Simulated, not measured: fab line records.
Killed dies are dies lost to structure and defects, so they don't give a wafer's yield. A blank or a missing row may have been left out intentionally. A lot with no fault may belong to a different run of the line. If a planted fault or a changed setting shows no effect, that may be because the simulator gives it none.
Chamber matching    flow n5-finfet    N5_MOL_CONTACT_COAG_ALD_123 on ald-sin-04: 4 sister chambers
The step deposits SiNx, target thk 5 nm, pulse time 1 s, purge time 2 s. 8 wafers are shown with their chamber, then 11 later ones without.

== WAFERS, EACH WITH ITS CHAMBER ==
wafer   chamber  heater-power-w (W)  precursor-pulse-height-rel
L083.1  3        803                 1.044
L083.5  1        866                 1.022
L084.1  0        779                 1.008
L084.5  2        943                 1.007
L087.1  3        795                 0.981
L087.2  2        933                 1.018
L087.6  1        876                 0.999
L088.1  0        751                 0.983

== WAFERS WITHOUT THEIR CHAMBER ==
wafer   heater-power-w (W)  precursor-pulse-height-rel
L088.5  799                 0.976
L088.6  786                 0.987
L092.1  943                 1.021
L092.2  805                 0.987
L092.3  856                 0.999
L092.4  812                 0.992
L092.5  950                 0.968
L092.6  838                 1.029
L096.1  777                 0.990
L096.5  806                 1.002
L096.6  777                 0.981

== WHICH CHAMBER EACH WENT THROUGH ==
wafer    from the rows above       in truth
L088.5   can't be placed: 3 or 0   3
L088.6   can't be placed: 3 or 0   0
L092.1   2                         2
L092.2   3                         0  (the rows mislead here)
L092.3   1                         1
L092.4   3                         3
L092.5   2                         2
L092.6   can't be placed: 1 or 3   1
L096.1   can't be placed: 0 or 3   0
L096.5   3                         3
L096.6   can't be placed: 0 or 3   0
Placed correctly: 5 of 11. Not placeable from these rows: 5 (in 5, the candidates include the true chamber). Number placed wrongly: 1.
How it was worked out, from the rows above alone: a wafer's distance from a chamber is the root of the sum, over the readings, of the square of ((its reading less the chamber's mean) divided by the reading's scatter). The wafer belongs to the nearest chamber; if the next one is less than 2 further off, it can't be placed. The mean given for a chamber averages the wafers shown for that chamber. How the scatter is found: for the shown wafers, subtract from each reading the mean of its chamber, square and add these, divide the total by (wafers less chambers), then take the root.
